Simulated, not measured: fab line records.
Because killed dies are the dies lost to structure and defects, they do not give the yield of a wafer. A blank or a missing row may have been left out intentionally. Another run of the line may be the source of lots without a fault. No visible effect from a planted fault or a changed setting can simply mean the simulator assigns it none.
Chamber matching | flow n5-finfet | N5_PMOS_HMC_CHANNEL_EPI_HM_OPEN_15 on rie-diel-03 has 4 sister chambers
The step chemistry CHF3/O2, target SiO2, target depth 40.6 nm, time 20.3 s. 22 wafers are shown with their chamber, then 11 later ones without.

== WAFERS WITH THEIR CHAMBER ==
wafer  | chamber | drypump-motor-current-A (A) | showerhead-plenum-p-Torr (Torr) | throttle-valve-pct (%)
L074.1 | 0       | 6.4                         | 2.43                            | 18.53
L074.4 | 3       | 6.5                         | 2.39                            | 18.78
L074.6 | 2       | 6.6                         | 2.32                            | 18.87
L075.3 | 0       | 6.4                         | 2.43                            | 18.55
L075.4 | 2       | 6.6                         | 2.32                            | 18.87
L075.5 | 0       | 6.4                         | 2.43                            | 18.54
L078.1 | 1       | 5.3                         | 2.47                            | 18.34
L078.2 | 3       | 6.5                         | 2.38                            | 18.78
L078.3 | 2       | 6.6                         | 2.32                            | 18.89
L078.4 | 0       | 6.4                         | 2.42                            | 18.56
L078.5 | 1       | 5.3                         | 2.47                            | 18.35
L078.6 | 2       | 6.6                         | 2.32                            | 18.87
L086.1 | 0       | 6.4                         | 2.42                            | 18.56
L086.2 | 3       | 6.4                         | 2.38                            | 18.80
L086.3 | 2       | 6.6                         | 2.31                            | 18.91
L086.4 | 1       | 5.3                         | 2.46                            | 18.35
L086.5 | 3       | 6.4                         | 2.38                            | 18.81
L086.6 | 2       | 6.6                         | 2.31                            | 18.90
L089.4 | 0       | 6.4                         | 2.42                            | 18.57
L089.5 | 1       | 5.4                         | 2.46                            | 18.40
L089.6 | 2       | 6.6                         | 2.31                            | 18.93
L092.3 | 2       | 6.6                         | 2.31                            | 18.93

SIGNATURES (averages over the wafers above)
reading                  | chamber 0 | chamber 1 | chamber 2 | chamber 3 | scatter within a chamber
drypump-motor-current-A  | 6.400     | 5.325     | 6.600     | 6.450     | 0.0312
showerhead-plenum-p-Torr | 2.4250    | 2.4650    | 2.3150    | 2.3825    | 0.0054
throttle-valve-pct       | 18.5517   | 18.3600   | 18.8963   | 18.7925   | 0.0218
Rule: a wafer's distance from a chamber is the root of the sum, over the readings, of the square of ((its reading less the chamber's mean) divided by the reading's scatter). If the next closest chamber is less than 2 further off than the closest, the wafer can't be placed; otherwise it belongs to the closest. How the scatter is found: for the shown wafers, subtract from each reading the mean of its chamber, square and add these, divide the total by (wafers less chambers), then take the root.

== WAFERS WHOSE CHAMBER IS MISSING ==
wafer  | drypump-motor-current-A (A) | showerhead-plenum-p-Torr (Torr) | throttle-valve-pct (%)
L092.5 | 6.7                         | 2.31                            | 18.92
L092.6 | 6.5                         | 2.37                            | 18.84
L095.1 | 6.4                         | 2.41                            | 18.59
L095.3 | 6.6                         | 2.31                            | 18.95
L095.4 | 5.3                         | 2.46                            | 18.40
L096.2 | 6.4                         | 2.41                            | 18.59
L096.4 | 6.6                         | 2.30                            | 18.95
L096.6 | 6.4                         | 2.41                            | 18.60
L097.1 | 6.4                         | 2.41                            | 18.58
L097.5 | 5.4                         | 2.46                            | 18.39
L097.6 | 6.4                         | 2.41                            | 18.58

== CHAMBER TAKEN BY EACH ==
wafer  | from the rows above | in truth
L092.5 | 2                   | 2
L092.6 | 3                   | 3
L095.1 | 0                   | 0
L095.3 | 2                   | 2
L095.4 | 1                   | 1
L096.2 | 0                   | 0
L096.4 | 2                   | 2
L096.6 | 0                   | 0
L097.1 | 0                   | 0
L097.5 | 1                   | 1
L097.6 | 0                   | 0
Correctly placed: 11 of 11. Not placeable from these rows: 0. Number placed wrongly: 0.
